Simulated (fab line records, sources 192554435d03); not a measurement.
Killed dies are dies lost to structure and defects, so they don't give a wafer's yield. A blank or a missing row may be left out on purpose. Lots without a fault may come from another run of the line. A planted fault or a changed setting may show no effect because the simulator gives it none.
Split-lot experiment | flow n5_finfet | 7 lots, 21 wafers read, on a route of 1938 steps

THE SPLIT
At N5_SDB_COAT_03 (time 60 s, resist thk 100 nm), the setting spin_rpm was moved away from the recipe's 1500 rpm on 8 of the 21 wafers read, by -11.1% to +9.8%. The other wafers ran this setting at the recipe's value.

FROM THE SPLIT TO THE READING: what the file shows between them, 8 steps
- N5_SDB_COAT_05: resist thk 90 nm (also split here: spin_rpm)
- N5_SDB_EBR_07
- N5_SDB_SOFTBAKE_06: time 60 s
- N5_SDB_DESCUM_16: chemistry O2, time 7.9 s
- N5_SDB_ETCH_17: etches SiARC in CF4, target depth 23.4 nm, time 39 s
- N5_SDB_ETCH_18: etches SOC in N2/H2, target depth 100 nm, overetch 20 nm, time 150 s
- N5_SDB_STRIP_19: strips in N2/H2
- N5_SDB_STRIP_21: strips in CF4

THE READING
SOC_of_SDB_COAT_03.thk_nm (the simulator's own value, which no gauge read), in nm, at N5_SDB_HM_OPEN_20 (chemistry CH3F/O2, target SiNx, stops on poly-Si, target depth 24 nm). The file gives no usual value for it. The 13 wafers here that ran the recipe average 84.1 nm, standard deviation 0.29 nm.

wafer  | tool, chamber at the split | spin_rpm as run, rpm | against the recipe | SOC_of_SDB_COAT_03.thk_nm, nm | against lot-mates on the recipe
L074.3 | litho_track-01, 0          | 1500                 | recipe             | 84.2                          | -
L074.4 | litho_track-01, 0          | 1647                 | +9.8%              | 79.6                          | -4.8
L074.6 | litho_track-01, 0          | 1500                 | recipe             | 84.6                          | -
L076.1 | litho_track-02, 0          | 1562                 | +4.1%              | 82.4                          | -2.0
L076.2 | litho_track-02, 0          | 1562                 | +4.1%              | 81.8                          | -2.6
L076.6 | litho_track-02, 0          | 1500                 | recipe             | 84.4                          | -
L078.1 | litho_track-05, 0          | 1500                 | recipe             | 83.6                          | -
L078.3 | litho_track-05, 0          | 1500                 | recipe             | 83.8                          | -
L078.5 | litho_track-05, 0          | 1500                 | recipe             | 83.8                          | -
L086.3 | litho_track-05, 0          | 1500                 | recipe             | 84.4                          | -
L086.4 | litho_track-05, 0          | 1333                 | -11.1%             | 90.6                          | +6.3
L086.5 | litho_track-05, 0          | 1500                 | recipe             | 84.2                          | -
L093.4 | litho_track-01, 0          | 1342                 | -10.5%             | 90                            | +5.8
L093.5 | litho_track-01, 0          | 1342                 | -10.5%             | 90.4                          | +6.2
L093.6 | litho_track-01, 0          | 1500                 | recipe             | 84.2                          | -
L095.4 | litho_track-01, 0          | 1548                 | +3.2%              | 82.6                          | -1.3
L095.5 | litho_track-01, 0          | 1500                 | recipe             | 84                            | -
L095.6 | litho_track-01, 0          | 1500                 | recipe             | 83.8                          | -
L097.1 | litho_track-01, 0          | 1500                 | recipe             | 84.2                          | -
L097.3 | litho_track-01, 0          | 1500                 | recipe             | 84.4                          | -
L097.6 | litho_track-01, 0          | 1355                 | -9.7%              | 89.8                          | +5.5

THE FIT
A straight line over all 21 wafers: SOC_of_SDB_COAT_03.thk_nm changes by -0.549 nm for each +1% of spin_rpm; r = -0.99; the points scatter about the line by 0.35 nm.
The same after taking each lot's own level away (the mean of its wafers on the recipe; 21 wafers): -0.549 nm for each +1%; r = -1.00; scatter 0.23 nm.
On that fit, the largest move of spin_rpm shifts the reading by 6.1 nm.
The lots' own levels span 83.73 to 84.40 nm, that is 2.3 times the standard deviation above.
So the lot-to-lot level changes the slope little: the two slopes agree.
Check: with one of the wafers moved furthest among these (-11.1%) left out of the fit, the line predicts +6.16 nm for it against its lot-mates. It came out at +6.3 nm against them.

OTHER SPLITS ON THESE WAFERS
These wafers also went through other splits before the reading. Each is held against what the fit with the lots' levels taken away leaves over:
other split on the same wafers | wafers away from the commonest value | r with SOC_of_SDB_COAT_03.thk_nm (lot level and that fit taken away)
N5_SDB_COAT_05 spin_rpm        | 5                                    | -0.34

THE WHOLE CHAIN: every reading that the file lists as answering this split, in the file's order
step              | what it does                                                         | reading                                                                    | change (the file's fit)               | r (the file's)
N5_SDB_COAT_03    | time 60 s, resist thk 100 nm                                         | SOC_of_SDB_COAT_03.thk_nm (the simulator's own value, which no gauge read) | -0.525 nm for each +1% of the setting | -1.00
N5_SDB_ETCH_18    | etches SOC in N2/H2, target depth 100 nm, overetch 20 nm, time 150 s | etch.depth_nm (the simulator's own value, which no gauge read)             | -0.522 nm for each +1% of the setting | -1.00
N5_SDB_HM_OPEN_20 | chemistry CH3F/O2, target SiNx, stops on poly-Si, target depth 24 nm | SOC_of_SDB_COAT_03.thk_nm (the simulator's own value, which no gauge read) | -0.547 nm for each +1% of the setting | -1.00
N5_SDB_STRIP_22   | strips in N2/H2                                                      | strip_time_to_endpoint_s                                                   | withheld for each +1% of the setting  | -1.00

THE FILE'S OWN FIT
SOC_of_SDB_COAT_03.thk_nm changes by -0.547 nm for each +1% of spin_rpm, r = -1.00.
